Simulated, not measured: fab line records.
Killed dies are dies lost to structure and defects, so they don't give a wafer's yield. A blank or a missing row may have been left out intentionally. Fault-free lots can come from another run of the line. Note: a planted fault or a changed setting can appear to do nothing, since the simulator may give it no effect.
Which of the tools did it? :: flow n5_finfet :: 36 wafers from 12 lots sampled at 2 of the route's 1938 steps

== WHAT EACH GAUGE READ, for each wafer ==
N5_BEOL_M0_SAQP_THK_MEAS_05.
lot: L075
measured: day 5 18:26
on: film_metro-01
thk_nm (nm): 60.8 59.3 61.7

lot: L077
measured: day 6 05:04
on: film_metro-01
thk_nm (nm): 60.1 58.5 58.9

lot: L079
measured: day 6 17:45
on: film_metro-02
thk_nm (nm): 60.4 58.5 59.8

lot: L080
measured: day 7 12:34
on: film_metro-02
thk_nm (nm): 59.8 58.7 59.7

lot: L083
measured: day 7 17:57
on: film_metro-02
thk_nm (nm): 57.9 60.0 60.2

lot: L085
measured: day 8 10:26
on: film_metro-01
thk_nm (nm): 59.6 61.1 60.4

lot: L087
measured: day 8 19:46
on: film_metro-02
thk_nm (nm): 59.4 59.5 61.2

lot: L089
measured: day 9 07:13
on: film_metro-01
thk_nm (nm): 58.9 60.0 59.4

lot: L091
measured: day 9 19:59
on: film_metro-01
thk_nm (nm): 59.0 60.4 59.0

lot: L093
measured: day 10 08:01
on: film_metro-01
thk_nm (nm): 58.5 59.1 60.1

lot: L095
measured: day 10 18:10
on: film_metro-01
thk_nm (nm): 58.0 58.2 59.5

lot: L097
measured: day 11 08:35
on: film_metro-01
thk_nm (nm): 60.3 61.4 60.3

== WHICH TOOL RAN EACH LOT (tool, then ch and the chambers of the sampled wafers, then the start) ==
lot: L075
N5_MOL_CONTACT_COAG_CMP_52: cmp-02 ch 0,1,2, day 5 13:20

lot: L077
N5_MOL_CONTACT_COAG_CMP_52: cmp-04 ch 1,2,3, day 6 00:16

lot: L079
N5_MOL_CONTACT_COAG_CMP_52: cmp-04 ch 1,2,3, day 6 11:26

lot: L080
N5_MOL_CONTACT_COAG_CMP_52: cmp-01 ch 0,1, day 7 05:17

lot: L083
N5_MOL_CONTACT_COAG_CMP_52: cmp-04 ch 0,1, day 7 10:33

lot: L085
N5_MOL_CONTACT_COAG_CMP_52: cmp-04 ch 1,2,3, day 8 02:56

lot: L087
N5_MOL_CONTACT_COAG_CMP_52: cmp-01 ch 1,3, day 8 10:40

lot: L089
N5_MOL_CONTACT_COAG_CMP_52: cmp-01 ch 1,3, day 9 01:17

lot: L091
N5_MOL_CONTACT_COAG_CMP_52: cmp-04 ch 1,2,3, day 9 13:56

lot: L093
N5_MOL_CONTACT_COAG_CMP_52: cmp-01 ch 2,3, day 10 00:59

lot: L095
N5_MOL_CONTACT_COAG_CMP_52: cmp-02 ch 0,2,3, day 10 12:01

lot: L097
N5_MOL_CONTACT_COAG_CMP_52: cmp-02 ch 0,1,3, day 11 03:26
- N5_MOL_CONTACT_COAG_CMP_52: polishes, stops on SiO2, t overpolish 1.5 s, target thk 66.5 nm.

== THE ANSWER, worked out from the rows above alone ==
Rule: usual is defined by the lots themselves. Put in order of their means at a reading, lots are off if they are a third of the lots or fewer, leave a main group of 4 or more, and stand apart from it by a gap of 3 or more times the standard deviation of the main group's means; of several such gaps the widest counts. If all means in a main group match to the digits the tables above print for the reading, that group is not used. A lot without any number at a reading at which 4 lots or more have one is off too. Any other lot the step has rows for is counted as sound.
Nothing can be told from this: no lot is off at any reading shown.

== WHAT WAS PUT IN BY THE SIMULATOR ==
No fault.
